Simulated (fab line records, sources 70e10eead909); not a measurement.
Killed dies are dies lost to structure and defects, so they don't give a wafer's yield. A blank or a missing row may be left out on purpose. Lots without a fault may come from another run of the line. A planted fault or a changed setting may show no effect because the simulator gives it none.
Chamber matching | flow nand_harc | NHARC_A_SGD_CUT_DEP_00 on pecvd-01: 3 sister chambers
The step deposits SiNx, target thk 50 nm. 14 wafers are shown with their chamber, then 7 later ones without.

WAFERS WITH THEIR CHAMBER
wafer  | chamber | heater_power_w (W)
L247.1 | 0       | 616
L247.3 | 1       | 708
L247.4 | 1       | 693
L246.1 | 1       | 625
L246.2 | 0       | 718
L246.5 | 2       | 809
L260.3 | 2       | 721
L260.5 | 1       | 655
L260.6 | 2       | 742
L258.1 | 2       | 699
L258.3 | 1       | 659
L258.5 | 0       | 615
L261.1 | 2       | 636
L261.3 | 0       | 753

SIGNATURES (means of the wafers above)
reading        | chamber 0 | chamber 1 | chamber 2 | scatter within a chamber
heater_power_w | 675.50    | 668.00    | 721.40    | 56.6
Rule: a wafer's distance from a chamber is the root of the sum, over the readings, of the square of ((its reading less the chamber's mean) divided by the reading's scatter). The wafer belongs to the nearest chamber; if the next one is less than 2 further off, it can't be placed. The scatter: the root of (the sum of the squares of (reading less its chamber's mean) over the shown wafers, divided by (wafers less chambers)).

WAFERS WITHOUT THEIR CHAMBER
wafer  | heater_power_w (W)
L261.5 | 612
L263.3 | 787
L263.4 | 657
L263.6 | 716
L265.1 | 743
L265.3 | 645
L265.4 | 756

WHICH CHAMBER EACH WENT THROUGH
wafer  | from the rows above          | in truth
L261.5 | can't be placed: 1 or 0 or 2 | 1
L263.3 | can't be placed: 2 or 0 or 1 | 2
L263.4 | can't be placed: 1 or 0 or 2 | 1
L263.6 | can't be placed: 2 or 0 or 1 | 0
L265.1 | can't be placed: 2 or 0 or 1 | 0
L265.3 | can't be placed: 1 or 0 or 2 | 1
L265.4 | can't be placed: 2 or 0 or 1 | 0
Placed correctly: 0 of 7. Can't be placed from these rows: 7 (the true chamber is among the candidates in 7). Placed wrongly: 0.
